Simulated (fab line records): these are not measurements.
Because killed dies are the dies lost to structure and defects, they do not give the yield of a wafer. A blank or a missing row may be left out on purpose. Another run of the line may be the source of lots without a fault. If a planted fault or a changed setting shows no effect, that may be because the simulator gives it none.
Chamber matching | flow n5 finfet | N5_BEOL_M0_SAQP_CUT_ETCH_46 on rie diel-01: 4 sister chambers
The step etches SOC in N2/H2, target depth 135 nm, overetch 27 nm, time 202.5 s. 8 wafers are shown with their chamber, then 7 later ones without.

== WAFERS PAIRED WITH THEIR CHAMBERS ==
wafer  | chamber | drypump motor current A (A) | showerhead plenum p Torr (Torr)
L090.1 | 2       | 5.2                         | 2.44
L090.2 | 1       | 5.8                         | 2.48
L090.3 | 3       | 5.6                         | 2.65
L090.4 | 0       | 4.9                         | 2.51
L090.5 | 1       | 5.8                         | 2.48
L090.6 | 0       | 5.0                         | 2.51
L093.1 | 3       | 5.6                         | 2.65
L093.2 | 2       | 5.2                         | 2.43

== WAFERS WITHOUT THEIR CHAMBER ==
wafer  | drypump motor current A (A) | showerhead plenum p Torr (Torr)
L093.6 | 5.8                         | 2.48
L095.1 | 5.6                         | 2.65
L095.3 | 5.0                         | 2.50
L095.4 | 5.8                         | 2.48
L097.2 | 5.6                         | 2.65
L097.3 | 5.2                         | 2.43
L097.5 | 5.2                         | 2.43

== EACH ONE'S CHAMBER ==
wafer  | from the rows above | in truth
L093.6 | 1                   | 1
L095.1 | 3                   | 3
L095.3 | 0                   | 0
L095.4 | 1                   | 1
L097.2 | 3                   | 3
L097.3 | 2                   | 2
L097.5 | 2                   | 2
Placed correctly: 7 of 7. Can't be placed from these rows: 0. 0 placed wrongly.
How it was worked out, from the rows above alone: a wafer's distance from a chamber is the root of the sum, over the readings, of the square of ((its reading less the chamber's mean) divided by the reading's scatter). The wafer belongs to the nearest chamber; if the next one is less than 2 further off, it can't be placed. For every chamber, the mean is computed from those of its wafers that are shown. The scatter: take each reading less its chamber's mean, square it, sum over the shown wafers, divide by the number of wafers less the number of chambers, and take the root.
